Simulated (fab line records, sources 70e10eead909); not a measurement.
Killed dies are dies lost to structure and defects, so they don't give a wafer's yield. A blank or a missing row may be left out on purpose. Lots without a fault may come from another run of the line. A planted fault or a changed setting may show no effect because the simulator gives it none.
Which tool did it? | flow nand_harc | 6 lots, 18 wafers sampled, at 3 steps of a route of 1159

WHAT THE GAUGES READ, wafer by wafer
NHARC_END_SORT_01.
lot  | measured     | on        | killed_at_array
L107 | day 20 05:18 | prober-01 | 8 10 11
L106 | day 20 12:48 | prober-02 | 20 20 12
L109 | day 21 04:41 | prober-01 | 21 17 17
L120 | day 23 04:22 | prober-01 | 13 13 15
L119 | day 23 12:23 | prober-02 | 20 32 23
L125 | day 24 21:12 | prober-01 | 14 13 14

WHICH TOOL RAN EACH LOT (tool, then ch and the chambers of the sampled wafers, then the start)
lot  | NHARC_A_SGD_CUT_ETCH_15                       | NHARC_A_SLIT_ETCH_15
L107 | rie_diel-02 ch 0,2, day 14 08:32 or earlier   | rie_diel-07 ch 0,1,3, day 14 14:14
L106 | rie_diel-06 ch 0,2, day 14 23:23 or earlier   | rie_diel-13 ch 0,2, day 15 04:47
L109 | rie_diel-06 ch 1,2,3, day 15 09:29 or earlier | rie_diel-13 ch 0,1,2, day 15 14:12
L120 | rie_diel-02 ch 0,1, day 17 21:26 or earlier   | rie_diel-10 ch 1,2, day 18 03:04
L119 | rie_diel-06 ch 0,1,3, day 18 03:32 or earlier | rie_diel-07 ch 1,2,3, day 18 09:40
L125 | rie_diel-02 ch 1,3, day 19 23:46 or earlier   | rie_diel-07 ch 0,1,3, day 20 04:56
- NHARC_A_SGD_CUT_ETCH_15: etches the open film in CH3F/O2, target depth 75 nm, time 64.3 s.
- NHARC_A_SLIT_ETCH_15: etches the open film in O2/COS, target depth 3200 nm, time 832 s.

THE ANSWER, worked out from the rows above alone
Rule: what is usual is taken from the lots themselves. Put in order of their means at a reading, lots are off if they are a third of the lots or fewer, leave a main group of 4 or more, and stand apart from it by a gap of 3 or more times the standard deviation of the main group's means; of several such gaps the widest counts. A main group whose means are all the same, to the digits that the tables above print for the reading, isn't used. A lot without any number at a reading at which 4 lots or more have one is off too. The other lots that the step has rows for count as sound.
No lot is off at any reading shown: from this, nothing can be told.

WHAT THE SIMULATOR HAD PUT IN
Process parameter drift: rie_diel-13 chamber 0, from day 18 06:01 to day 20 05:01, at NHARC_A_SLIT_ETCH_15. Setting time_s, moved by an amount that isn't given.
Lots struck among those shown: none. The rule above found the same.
